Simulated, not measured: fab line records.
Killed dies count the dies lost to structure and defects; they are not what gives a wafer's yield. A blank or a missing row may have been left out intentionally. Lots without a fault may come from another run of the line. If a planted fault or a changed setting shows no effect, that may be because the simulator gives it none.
Chamber matching | flow nand-harc | 3 sister chambers for NHARC_P_CONTACT_DEP_30 on pecvd-02
The step deposits SiNx, target thk 30 nm. 3 wafers are shown with their chamber, then 7 later ones without.

## EACH WAFER AND ITS CHAMBER
wafer  | chamber | heater-power-w (W)
L088.5 | 2       | 764
L093.1 | 1       | 679
L093.3 | 0       | 627

## WAFERS WITHOUT THEIR CHAMBER
wafer  | heater-power-w (W)
L093.4 | 895
L095.1 | 783
L095.5 | 609
L095.6 | 630
L096.1 | 649
L096.2 | 666
L096.4 | 669

## EACH ONE'S CHAMBER
wafer  | from the rows above          | in truth
L093.4 | can't be placed: 2 or 1      | 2
L095.1 | can't be placed: 2 or 1      | 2
L095.5 | can't be placed: 0 or 1      | 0
L095.6 | can't be placed: 0 or 1      | 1
L096.1 | can't be placed: 0 or 1 or 2 | 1
L096.2 | can't be placed: 1 or 0 or 2 | 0
L096.4 | can't be placed: 1 or 0 or 2 | 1
0 of 7 placed correctly. Unplaceable from these rows: 7, with the true chamber sitting among the candidates in 7. Wrongly placed: 0.
How it was worked out, from the rows above alone: a wafer's distance from a chamber is the root of the sum, over the readings, of the square of ((its reading less the chamber's mean) divided by the reading's scatter). If the next closest chamber is less than 2 further off than the closest, the wafer can't be placed; otherwise it belongs to the closest. Each chamber's mean is taken over the wafers shown for it. The scatter: with one shown wafer a chamber, the root of the mean of the squares of how far each hidden wafer lies from its nearest shown one.
